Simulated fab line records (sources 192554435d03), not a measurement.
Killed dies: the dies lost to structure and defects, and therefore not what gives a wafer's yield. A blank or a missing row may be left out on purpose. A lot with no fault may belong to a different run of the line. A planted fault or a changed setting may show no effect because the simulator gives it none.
Split-lot study || flow n5 finfet || on a route of 1938 steps: 7 lots, 28 wafers read

## THE SPLIT
At N5_BEOL_M2_SPUTTER_88 (material Cu, target thk 4.5 nm, time 8.29 s), the setting target thk a was moved away from the recipe's 45 angstrom on 4 of the 28 wafers read, by -52.0% to +47.7%. All remaining wafers had this setting at the recipe value.

The reading is taken at the split's own step.

## THE READING
Cu_of_BEOL_M2_SPUTTER_88.thk nm (the simulator's own value, which no gauge read), in nm, at N5_BEOL_M2_SPUTTER_88 (material Cu, target thk 4.5 nm, time 8.29 s). The file gives no usual value for it. Average 4.5 nm, standard deviation 0.14 nm, over the 24 wafers here run with the recipe.

{"wafer": "L074.2", "tool, chamber at the split": "pvd sputter-02, -", "target thk a as run, angstrom": 45, "against the recipe": "recipe", "Cu_of_BEOL_M2_SPUTTER_88.thk nm, nm": 4.6, "against lot-mates on the recipe": "-"}
{"wafer": "L074.5", "tool, chamber at the split": "pvd sputter-02, -", "target thk a as run, angstrom": 45, "against the recipe": "recipe", "Cu_of_BEOL_M2_SPUTTER_88.thk nm, nm": 4.6, "against lot-mates on the recipe": "-"}
{"wafer": "L074.6", "tool, chamber at the split": "pvd sputter-02, -", "target thk a as run, angstrom": 45, "against the recipe": "recipe", "Cu_of_BEOL_M2_SPUTTER_88.thk nm, nm": 4.6, "against lot-mates on the recipe": "-"}
{"wafer": "L076.2", "tool, chamber at the split": "pvd sputter-03, -", "target thk a as run, angstrom": 45, "against the recipe": "recipe", "Cu_of_BEOL_M2_SPUTTER_88.thk nm, nm": 4.8, "against lot-mates on the recipe": "-"}
{"wafer": "L076.3", "tool, chamber at the split": "pvd sputter-03, -", "target thk a as run, angstrom": 45, "against the recipe": "recipe", "Cu_of_BEOL_M2_SPUTTER_88.thk nm, nm": 4.6, "against lot-mates on the recipe": "-"}
{"wafer": "L076.5", "tool, chamber at the split": "pvd sputter-03, -", "target thk a as run, angstrom": 45, "against the recipe": "recipe", "Cu_of_BEOL_M2_SPUTTER_88.thk nm, nm": 4.6, "against lot-mates on the recipe": "-"}
{"wafer": "L076.6", "tool, chamber at the split": "pvd sputter-03, -", "target thk a as run, angstrom": 66.47, "against the recipe": "+47.7%", "Cu_of_BEOL_M2_SPUTTER_88.thk nm, nm": 6.8, "against lot-mates on the recipe": "+2.1"}
{"wafer": "L077.1", "tool, chamber at the split": "pvd sputter-02, -", "target thk a as run, angstrom": 45, "against the recipe": "recipe", "Cu_of_BEOL_M2_SPUTTER_88.thk nm, nm": 4.6, "against lot-mates on the recipe": "-"}
{"wafer": "L077.2", "tool, chamber at the split": "pvd sputter-02, -", "target thk a as run, angstrom": 45, "against the recipe": "recipe", "Cu_of_BEOL_M2_SPUTTER_88.thk nm, nm": 4.4, "against lot-mates on the recipe": "-"}
{"wafer": "L077.5", "tool, chamber at the split": "pvd sputter-02, -", "target thk a as run, angstrom": 45, "against the recipe": "recipe", "Cu_of_BEOL_M2_SPUTTER_88.thk nm, nm": 4.4, "against lot-mates on the recipe": "-"}
{"wafer": "L077.3", "tool, chamber at the split": "pvd sputter-02, -", "target thk a as run, angstrom": 21.61, "against the recipe": "-52.0%", "Cu_of_BEOL_M2_SPUTTER_88.thk nm, nm": 2, "against lot-mates on the recipe": -2.5}
{"wafer": "L077.6", "tool, chamber at the split": "pvd sputter-02, -", "target thk a as run, angstrom": 21.61, "against the recipe": "-52.0%", "Cu_of_BEOL_M2_SPUTTER_88.thk nm, nm": 2, "against lot-mates on the recipe": -2.5}
{"wafer": "L082.1", "tool, chamber at the split": "pvd sputter-01, -", "target thk a as run, angstrom": 45, "against the recipe": "recipe", "Cu_of_BEOL_M2_SPUTTER_88.thk nm, nm": 4.4, "against lot-mates on the recipe": "-"}
{"wafer": "L082.3", "tool, chamber at the split": "pvd sputter-01, -", "target thk a as run, angstrom": 45, "against the recipe": "recipe", "Cu_of_BEOL_M2_SPUTTER_88.thk nm, nm": 4.4, "against lot-mates on the recipe": "-"}
{"wafer": "L082.6", "tool, chamber at the split": "pvd sputter-01, -", "target thk a as run, angstrom": 45, "against the recipe": "recipe", "Cu_of_BEOL_M2_SPUTTER_88.thk nm, nm": 4.4, "against lot-mates on the recipe": "-"}
{"wafer": "L082.2", "tool, chamber at the split": "pvd sputter-01, -", "target thk a as run, angstrom": 45, "against the recipe": "recipe", "Cu_of_BEOL_M2_SPUTTER_88.thk nm, nm": 4.2, "against lot-mates on the recipe": "-"}
{"wafer": "L082.5", "tool, chamber at the split": "pvd sputter-01, -", "target thk a as run, angstrom": 45, "against the recipe": "recipe", "Cu_of_BEOL_M2_SPUTTER_88.thk nm, nm": 4.2, "against lot-mates on the recipe": "-"}
{"wafer": "L082.4", "tool, chamber at the split": "pvd sputter-01, -", "target thk a as run, angstrom": 45, "against the recipe": "recipe", "Cu_of_BEOL_M2_SPUTTER_88.thk nm, nm": 4.6, "against lot-mates on the recipe": "-"}
{"wafer": "L085.1", "tool, chamber at the split": "pvd sputter-02, -", "target thk a as run, angstrom": 45, "against the recipe": "recipe", "Cu_of_BEOL_M2_SPUTTER_88.thk nm, nm": 4.4, "against lot-mates on the recipe": "-"}
{"wafer": "L085.2", "tool, chamber at the split": "pvd sputter-02, -", "target thk a as run, angstrom": 45, "against the recipe": "recipe", "Cu_of_BEOL_M2_SPUTTER_88.thk nm, nm": 4.4, "against lot-mates on the recipe": "-"}
{"wafer": "L085.4", "tool, chamber at the split": "pvd sputter-02, -", "target thk a as run, angstrom": 45, "against the recipe": "recipe", "Cu_of_BEOL_M2_SPUTTER_88.thk nm, nm": 4.4, "against lot-mates on the recipe": "-"}
{"wafer": "L085.6", "tool, chamber at the split": "pvd sputter-02, -", "target thk a as run, angstrom": 52.91, "against the recipe": "+17.6%", "Cu_of_BEOL_M2_SPUTTER_88.thk nm, nm": 5.2, "against lot-mates on the recipe": "+0.8"}
{"wafer": "L088.2", "tool, chamber at the split": "pvd sputter-02, -", "target thk a as run, angstrom": 45, "against the recipe": "recipe", "Cu_of_BEOL_M2_SPUTTER_88.thk nm, nm": 4.4, "against lot-mates on the recipe": "-"}
{"wafer": "L088.3", "tool, chamber at the split": "pvd sputter-02, -", "target thk a as run, angstrom": 45, "against the recipe": "recipe", "Cu_of_BEOL_M2_SPUTTER_88.thk nm, nm": 4.4, "against lot-mates on the recipe": "-"}
{"wafer": "L088.6", "tool, chamber at the split": "pvd sputter-02, -", "target thk a as run, angstrom": 45, "against the recipe": "recipe", "Cu_of_BEOL_M2_SPUTTER_88.thk nm, nm": 4.4, "against lot-mates on the recipe": "-"}
{"wafer": "L093.2", "tool, chamber at the split": "pvd sputter-03, -", "target thk a as run, angstrom": 45, "against the recipe": "recipe", "Cu_of_BEOL_M2_SPUTTER_88.thk nm, nm": 4.6, "against lot-mates on the recipe": "-"}
{"wafer": "L093.3", "tool, chamber at the split": "pvd sputter-03, -", "target thk a as run, angstrom": 45, "against the recipe": "recipe", "Cu_of_BEOL_M2_SPUTTER_88.thk nm, nm": 4.6, "against lot-mates on the recipe": "-"}
{"wafer": "L093.4", "tool, chamber at the split": "pvd sputter-03, -", "target thk a as run, angstrom": 45, "against the recipe": "recipe", "Cu_of_BEOL_M2_SPUTTER_88.thk nm, nm": 4.4, "against lot-mates on the recipe": "-"}

THE FIT
A straight line over all 28 wafers: Cu_of_BEOL_M2_SPUTTER_88.thk nm changes by +0.0477 nm for each +1% of target thk a; r = +0.99; the points scatter about the line by 0.14 nm.
The same after taking each lot's own level away (the mean of its wafers on the recipe; 28 wafers): +0.0466 nm for each +1%; r = +0.99; scatter 0.089 nm.
On that fit, the largest move of target thk a shifts the reading by 2.4 nm.
The lots' own levels span 4.37 to 4.67 nm, that is 2.2 times the standard deviation above.
The two slopes agree, so the slope changes little with the lot-to-lot level.
Check: with one of the wafers moved furthest among these (-52.0%) left out of the fit, the line predicts -2.41 nm for it against its lot-mates. Against them it came out at -2.47 nm.

## OTHER SPLITS APPLIED TO THESE WAFERS
Note: prior to the reading, these wafers also went through further splits. Each is held against what the fit with the lots' levels taken away leaves over:
{"other split on the same wafers": "N5_SD_EPI_N_EPI_21 time s", "wafers away from the commonest value": 10, "r with Cu_of_BEOL_M2_SPUTTER_88.thk nm (lot level and that fit taken away)": -0.07}
{"other split on the same wafers": "N5_GATE_CUT_ALD_22 ald cycles", "wafers away from the commonest value": 10, "r with Cu_of_BEOL_M2_SPUTTER_88.thk nm (lot level and that fit taken away)": "+0.25"}
{"other split on the same wafers": "N5_BEOL_M0_CUTY_DESCUM_61 time s", "wafers away from the commonest value": 4, "r with Cu_of_BEOL_M2_SPUTTER_88.thk nm (lot level and that fit taken away)": -0.03}

## THE FILE'S OWN FIT
Cu_of_BEOL_M2_SPUTTER_88.thk nm changes by +0.0465 nm for each +1% of target thk a, r = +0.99.
